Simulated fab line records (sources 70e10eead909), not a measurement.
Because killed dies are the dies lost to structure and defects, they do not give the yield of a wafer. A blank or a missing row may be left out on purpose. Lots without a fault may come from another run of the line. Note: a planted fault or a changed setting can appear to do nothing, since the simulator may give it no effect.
Chamber matching || flow nand-harc || rie-diel-04 running NHARC_P_CONTACT_STRIP_28: 4 sister chambers
The step strips in O2. 4 wafers are shown with their chamber, then 12 later ones without.

WAFERS PAIRED WITH THEIR CHAMBERS
{"wafer": "L088.1", "chamber": 0, "drypump-motor-current-A (A)": 6.6}
{"wafer": "L090.1", "chamber": 3, "drypump-motor-current-A (A)": 5.1}
{"wafer": "L090.3", "chamber": 1, "drypump-motor-current-A (A)": 5.2}
{"wafer": "L090.4", "chamber": 2, "drypump-motor-current-A (A)": 5.8}

WAFERS WITH NO CHAMBER GIVEN
{"wafer": "L092.3", "drypump-motor-current-A (A)": 5.1}
{"wafer": "L092.4", "drypump-motor-current-A (A)": 5.2}
{"wafer": "L092.5", "drypump-motor-current-A (A)": 5.1}
{"wafer": "L094.1", "drypump-motor-current-A (A)": 5.1}
{"wafer": "L094.2", "drypump-motor-current-A (A)": 6.6}
{"wafer": "L094.3", "drypump-motor-current-A (A)": 5.9}
{"wafer": "L095.3", "drypump-motor-current-A (A)": 6.6}
{"wafer": "L095.4", "drypump-motor-current-A (A)": 5.2}
{"wafer": "L095.5", "drypump-motor-current-A (A)": 5.2}
{"wafer": "L097.3", "drypump-motor-current-A (A)": 5.1}
{"wafer": "L097.5", "drypump-motor-current-A (A)": 5.8}
{"wafer": "L097.6", "drypump-motor-current-A (A)": 5.1}

THE CHAMBER EACH PASSED THROUGH
{"wafer": "L092.3", "from the rows above": 3, "in truth": 3}
{"wafer": "L092.4", "from the rows above": 1, "in truth": 1}
{"wafer": "L092.5", "from the rows above": 3, "in truth": 3}
{"wafer": "L094.1", "from the rows above": 3, "in truth": 3}
{"wafer": "L094.2", "from the rows above": 0, "in truth": 0}
{"wafer": "L094.3", "from the rows above": 2, "in truth": 2}
{"wafer": "L095.3", "from the rows above": 0, "in truth": 0}
{"wafer": "L095.4", "from the rows above": 1, "in truth": 1}
{"wafer": "L095.5", "from the rows above": 1, "in truth": 1}
{"wafer": "L097.3", "from the rows above": 3, "in truth": 3}
{"wafer": "L097.5", "from the rows above": 2, "in truth": 2}
{"wafer": "L097.6", "from the rows above": 3, "in truth": 3}
Placed correctly: 12 of 12. Not placeable from these rows: 0. Placed wrongly: 0.
How it was worked out, from the rows above alone: a wafer's distance from a chamber is the root of the sum, over the readings, of the square of ((its reading less the chamber's mean) divided by the reading's scatter). The wafer belongs to the nearest chamber; if the next one is less than 2 further off, it can't be placed. A chamber's mean is the mean of its shown wafers. The scatter (one wafer shown for each chamber): square how far every hidden wafer sits from the nearest shown wafer, average those squares and take the square root.
